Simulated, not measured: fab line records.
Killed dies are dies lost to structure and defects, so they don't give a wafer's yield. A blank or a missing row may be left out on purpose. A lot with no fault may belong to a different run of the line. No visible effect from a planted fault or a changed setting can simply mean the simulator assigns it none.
Matching of chambers + flow nandHarc + NHARC_A_STAIRCASE_STRIP_476 on rieDiel-01: 4 sister chambers
The step strips in O2, time 20 s. 4 wafers are shown with their chamber, then 8 later ones without.

## WAFERS PAIRED WITH THEIR CHAMBERS
| wafer  | chamber | showerheadPlenumPTorr (Torr) |
|--------|---------|------------------------------|
| L087.5 | 2       | 3.47                         |
| L092.1 | 1       | 3.61                         |
| L092.6 | 3       | 3.32                         |
| L091.1 | 0       | 3.43                         |

## WAFERS WHOSE CHAMBER IS MISSING
| wafer  | showerheadPlenumPTorr (Torr) |
|--------|------------------------------|
| L091.2 | 3.46                         |
| L091.3 | 3.61                         |
| L093.1 | 3.42                         |
| L093.3 | 3.32                         |
| L093.6 | 3.32                         |
| L097.3 | 3.42                         |
| L097.4 | 3.46                         |
| L097.6 | 3.60                         |

## CHAMBER TAKEN BY EACH
| wafer  | from the rows above | in truth |
|--------|---------------------|----------|
| L091.2 | 2                   | 2        |
| L091.3 | 1                   | 1        |
| L093.1 | 0                   | 0        |
| L093.3 | 3                   | 3        |
| L093.6 | 3                   | 3        |
| L097.3 | 0                   | 0        |
| L097.4 | 2                   | 2        |
| L097.6 | 1                   | 1        |
Correct placement for 8 of the 8. Can't be placed from these rows: 0. Number placed wrongly: 0.
How it was worked out, from the rows above alone: a wafer's distance from a chamber is the root of the sum, over the readings, of the square of ((its reading less the chamber's mean) divided by the reading's scatter). If the next closest chamber is less than 2 further off than the closest, the wafer can't be placed; otherwise it belongs to the closest. For every chamber, the mean is computed from those of its wafers that are shown. The scatter: with one shown wafer a chamber, the root of the mean of the squares of how far each hidden wafer lies from its nearest shown one.
